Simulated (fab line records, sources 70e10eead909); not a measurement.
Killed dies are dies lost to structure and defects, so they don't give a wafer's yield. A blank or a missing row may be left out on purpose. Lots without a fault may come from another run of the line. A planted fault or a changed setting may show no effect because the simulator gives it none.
Chamber matching | flow nand_harc | NHARC_P_M0_DEP_32 on pecvd-01: 3 sister chambers
The step deposits SiCN, target thk 30 nm. 3 wafers are shown with their chamber, then 8 later ones without.

WAFERS WITH THEIR CHAMBER
wafer  | chamber | heater_power_outer_w (W)
L081.5 | 0       | 355
L088.4 | 1       | 337
L090.1 | 2       | 275

WAFERS WITHOUT THEIR CHAMBER
wafer  | heater_power_outer_w (W)
L090.3 | 348
L090.6 | 282
L093.1 | 244
L093.3 | 347
L093.6 | 313
L096.1 | 350
L096.3 | 367
L096.5 | 313

WHICH CHAMBER EACH WENT THROUGH
wafer  | from the rows above          | in truth
L090.3 | can't be placed: 0 or 1      | 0
L090.6 | 2                            | 2
L093.1 | 2                            | 2
L093.3 | can't be placed: 0 or 1      | 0
L093.6 | can't be placed: 1 or 2 or 0 | 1
L096.1 | can't be placed: 0 or 1      | 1
L096.3 | can't be placed: 0 or 1      | 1
L096.5 | can't be placed: 1 or 2 or 0 | 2
Placed correctly: 2 of 8. Can't be placed from these rows: 6 (the true chamber is among the candidates in 6). Placed wrongly: 0.
How it was worked out, from the rows above alone: a wafer's distance from a chamber is the root of the sum, over the readings, of the square of ((its reading less the chamber's mean) divided by the reading's scatter). The wafer belongs to the nearest chamber; if the next one is less than 2 further off, it can't be placed. A chamber's mean is the mean of its shown wafers. The scatter: with one shown wafer a chamber, the root of the mean of the squares of how far each hidden wafer lies from its nearest shown one.
